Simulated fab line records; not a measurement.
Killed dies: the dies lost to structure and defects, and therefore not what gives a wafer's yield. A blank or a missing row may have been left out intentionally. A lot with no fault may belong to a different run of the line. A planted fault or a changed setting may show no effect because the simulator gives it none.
Matching of chambers :: flow n5Finfet :: 4 sister chambers for N5_BEOL_M8_STRIP_36 on rieDiel-02
The step strips in N2/H2. 18 wafers are shown with their chamber, then 9 later ones without.

## WAFERS PAIRED WITH THEIR CHAMBERS
wafer: L076.3
chamber: 1
showerheadPlenumPTorr (Torr): 2.58
throttleValvePct (%): 23.27
drypumpMotorCurrentA (A): 5.0

wafer: L076.4
chamber: 2
showerheadPlenumPTorr (Torr): 2.63
throttleValvePct (%): 23.68
drypumpMotorCurrentA (A): 5.9

wafer: L076.6
chamber: 3
showerheadPlenumPTorr (Torr): 2.56
throttleValvePct (%): 23.34
drypumpMotorCurrentA (A): 5.4

wafer: L078.1
chamber: 2
showerheadPlenumPTorr (Torr): 2.63
throttleValvePct (%): 23.71
drypumpMotorCurrentA (A): 5.9

wafer: L078.2
chamber: 0
showerheadPlenumPTorr (Torr): 2.43
throttleValvePct (%): 24.14
drypumpMotorCurrentA (A): 5.7

wafer: L078.3
chamber: 3
showerheadPlenumPTorr (Torr): 2.56
throttleValvePct (%): 23.37
drypumpMotorCurrentA (A): 5.4

wafer: L078.4
chamber: 1
showerheadPlenumPTorr (Torr): 2.58
throttleValvePct (%): 23.29
drypumpMotorCurrentA (A): 5.0

wafer: L078.5
chamber: 2
showerheadPlenumPTorr (Torr): 2.63
throttleValvePct (%): 23.69
drypumpMotorCurrentA (A): 5.9

wafer: L078.6
chamber: 3
showerheadPlenumPTorr (Torr): 2.56
throttleValvePct (%): 23.36
drypumpMotorCurrentA (A): 5.4

wafer: L080.1
chamber: 1
showerheadPlenumPTorr (Torr): 2.58
throttleValvePct (%): 23.30
drypumpMotorCurrentA (A): 5.0

wafer: L080.2
chamber: 0
showerheadPlenumPTorr (Torr): 2.43
throttleValvePct (%): 24.12
drypumpMotorCurrentA (A): 5.7

wafer: L080.3
chamber: 3
showerheadPlenumPTorr (Torr): 2.56
throttleValvePct (%): 23.34
drypumpMotorCurrentA (A): 5.4

wafer: L080.4
chamber: 2
showerheadPlenumPTorr (Torr): 2.63
throttleValvePct (%): 23.71
drypumpMotorCurrentA (A): 6.0

wafer: L080.5
chamber: 1
showerheadPlenumPTorr (Torr): 2.58
throttleValvePct (%): 23.28
drypumpMotorCurrentA (A): 5.0

wafer: L080.6
chamber: 0
showerheadPlenumPTorr (Torr): 2.43
throttleValvePct (%): 24.14
drypumpMotorCurrentA (A): 5.7

wafer: L083.1
chamber: 2
showerheadPlenumPTorr (Torr): 2.63
throttleValvePct (%): 23.71
drypumpMotorCurrentA (A): 5.9

wafer: L083.2
chamber: 3
showerheadPlenumPTorr (Torr): 2.56
throttleValvePct (%): 23.34
drypumpMotorCurrentA (A): 5.4

wafer: L083.5
chamber: 1
showerheadPlenumPTorr (Torr): 2.57
throttleValvePct (%): 23.31
drypumpMotorCurrentA (A): 4.9

SIGNATURES, as means of the wafers listed above
reading: showerheadPlenumPTorr
chamber 0: 2.4300
chamber 1: 2.5780
chamber 2: 2.6300
chamber 3: 2.5600
scatter within a chamber: 0.00239

reading: throttleValvePct
chamber 0: 24.1333
chamber 1: 23.2900
chamber 2: 23.7000
chamber 3: 23.3500
scatter within a chamber: 0.0143

reading: drypumpMotorCurrentA
chamber 0: 5.700
chamber 1: 4.980
chamber 2: 5.920
chamber 3: 5.400
scatter within a chamber: 0.0338
Rule: distance of a wafer from a chamber = root of the sum over the readings of ((wafer's reading minus chamber's mean) / reading's scatter) squared. The wafer belongs to the nearest chamber; if the next one is less than 2 further off, it can't be placed. The scatter: the root of (the sum of the squares of (reading less its chamber's mean) over the shown wafers, divided by (wafers less chambers)).

## WAFERS WITHOUT THEIR CHAMBER
wafer: L090.2
showerheadPlenumPTorr (Torr): 2.55
throttleValvePct (%): 23.40
drypumpMotorCurrentA (A): 5.4

wafer: L090.3
showerheadPlenumPTorr (Torr): 2.57
throttleValvePct (%): 23.34
drypumpMotorCurrentA (A): 5.0

wafer: L090.4
showerheadPlenumPTorr (Torr): 2.42
throttleValvePct (%): 24.14
drypumpMotorCurrentA (A): 5.7

wafer: L092.2
showerheadPlenumPTorr (Torr): 2.56
throttleValvePct (%): 23.32
drypumpMotorCurrentA (A): 5.0

wafer: L092.5
showerheadPlenumPTorr (Torr): 2.42
throttleValvePct (%): 24.16
drypumpMotorCurrentA (A): 5.7

wafer: L092.6
showerheadPlenumPTorr (Torr): 2.56
throttleValvePct (%): 23.31
drypumpMotorCurrentA (A): 5.0

wafer: L095.2
showerheadPlenumPTorr (Torr): 2.41
throttleValvePct (%): 24.15
drypumpMotorCurrentA (A): 5.7

wafer: L095.4
showerheadPlenumPTorr (Torr): 2.56
throttleValvePct (%): 23.33
drypumpMotorCurrentA (A): 5.0

wafer: L095.5
showerheadPlenumPTorr (Torr): 2.55
throttleValvePct (%): 23.40
drypumpMotorCurrentA (A): 5.4

## CHAMBER TAKEN BY EACH
wafer: L090.2
from the rows above: 3
in truth: 3

wafer: L090.3
from the rows above: 1
in truth: 1

wafer: L090.4
from the rows above: 0
in truth: 0

wafer: L092.2
from the rows above: 1
in truth: 1

wafer: L092.5
from the rows above: 0
in truth: 0

wafer: L092.6
from the rows above: 1
in truth: 1

wafer: L095.2
from the rows above: 0
in truth: 0

wafer: L095.4
from the rows above: 1
in truth: 1

wafer: L095.5
from the rows above: 3
in truth: 3
Correct placement for 9 of the 9. Not placeable from these rows: 0. Wrongly placed: 0.
